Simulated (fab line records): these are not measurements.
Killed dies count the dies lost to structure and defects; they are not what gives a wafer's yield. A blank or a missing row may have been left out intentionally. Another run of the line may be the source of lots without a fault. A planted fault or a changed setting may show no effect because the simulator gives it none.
A single fault, viewed from 2 desks || flow nand_harc || each desk has only its own numbers; what lay behind them comes last

DESK OF THE TOOL OWNER: acl_dep-02
The tool's own readings at NHARC_A_CHANNEL_HOLE_D1_DEP_00 (deposits aC, target thk 3100 nm): means of the sampled wafers that have a number, for each lot that ran on this tool. A lot is out of limits, marked OUT, if its mean lies more than 4 standard deviations from the usual mean; the brackets give that distance.
Columns: A = throttle_valve_pct at NHARC_A_CHANNEL_HOLE_D1_DEP_00, usual 35.000 %
{"lot": "L116", "first seen here": "day 8 21:47", "A": 34.997}
{"lot": "L119", "first seen here": "day 9 16:11", "A": 34.998}
{"lot": "L120", "first seen here": "day 10 02:31", "A": 34.995}
{"lot": "L122", "first seen here": "day 10 08:58", "A": 34.991}
{"lot": "L130", "first seen here": "day 12 17:34", "A": 35.003}
{"lot": "L132", "first seen here": "day 13 03:25", "A": 34.991}
{"lot": "L134", "first seen here": "day 13 05:40", "A": 35.004}
Result from this desk: across the 7 lots, nothing is out of limits.

THE DEFECT DESK
Per lot, the means of the sampled wafers with a number show what the inspections along the route counted. A lot is out of limits, marked OUT, if its mean lies more than 4 standard deviations from the usual mean; the brackets give that distance.
Columns: A = raw_defect_count at NHARC_THIN_TSV_INSPECT_40, usual 439
{"lot": "L116", "first seen here": "day 19 13:31", "A": 403}
{"lot": "L114", "first seen here": "day 19 17:02", "A": 435}
{"lot": "L117", "first seen here": "day 20 00:23", "A": 429}
{"lot": "L119", "first seen here": "day 20 14:01", "A": 363}
{"lot": "L118", "first seen here": "day 21 06:11", "A": 474}
{"lot": "L120", "first seen here": "day 21 06:11", "A": 507}
{"lot": "L122", "first seen here": "day 21 06:11", "A": 405}
{"lot": "L121", "first seen here": "day 21 14:26", "A": 404}
{"lot": "L123", "first seen here": "day 21 14:26", "A": 350}
{"lot": "L129", "first seen here": "day 23 08:58", "A": 451}
{"lot": "L135", "first seen here": "day 25 08:55", "A": 405}
Result from this desk: across the 11 lots, nothing is out of limits.

ALL TOGETHER
The desk of the tool owner found nothing out of limits.
The defect desk saw nothing out of limits.

WHAT THE SIMULATOR HAD INSERTED
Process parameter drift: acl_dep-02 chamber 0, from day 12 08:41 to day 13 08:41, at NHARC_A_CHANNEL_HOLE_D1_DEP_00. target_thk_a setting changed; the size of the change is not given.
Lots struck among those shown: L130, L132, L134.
